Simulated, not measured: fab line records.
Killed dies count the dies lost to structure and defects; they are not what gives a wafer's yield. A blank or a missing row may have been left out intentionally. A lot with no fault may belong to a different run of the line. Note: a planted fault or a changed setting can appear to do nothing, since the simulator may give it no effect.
Chamber matching + flow nand harc + NHARC_A_CHANNEL_HOLE_D1_DESCUM_15 on rie diel-09 has 3 sister chambers
The step chemistry O2, time 3 s. 3 wafers are shown with their chamber, then 6 later ones without.

## EACH WAFER AND ITS CHAMBER
| wafer  | chamber | drypump motor current A (A) |
|--------|---------|-----------------------------|
| L893.2 | 0       | 5.3                         |
| L893.6 | 3       | 5.5                         |
| L894.1 | 1       | 6.5                         |

## WAFERS WITH NO CHAMBER GIVEN
| wafer  | drypump motor current A (A) |
|--------|-----------------------------|
| L894.2 | 5.5                         |
| L894.5 | 6.6                         |
| L896.3 | 5.5                         |
| L896.4 | 6.6                         |
| L902.1 | 6.6                         |
| L902.6 | 5.3                         |

## WHICH CHAMBER EACH ONE RAN IN
| wafer  | from the rows above | in truth |
|--------|---------------------|----------|
| L894.2 | 3                   | 3        |
| L894.5 | 1                   | 1        |
| L896.3 | 3                   | 3        |
| L896.4 | 1                   | 1        |
| L902.1 | 1                   | 1        |
| L902.6 | 0                   | 0        |
6 of 6 placed correctly. Number that these rows cannot place: 0. Number placed wrongly: 0.
How it was worked out, from the rows above alone: a wafer's distance from a chamber is the root of the sum, over the readings, of the square of ((its reading less the chamber's mean) divided by the reading's scatter). If the next closest chamber is less than 2 further off than the closest, the wafer can't be placed; otherwise it belongs to the closest. The mean given for a chamber averages the wafers shown for that chamber. The scatter (one wafer shown for each chamber): square how far every hidden wafer sits from the nearest shown wafer, average those squares and take the square root.
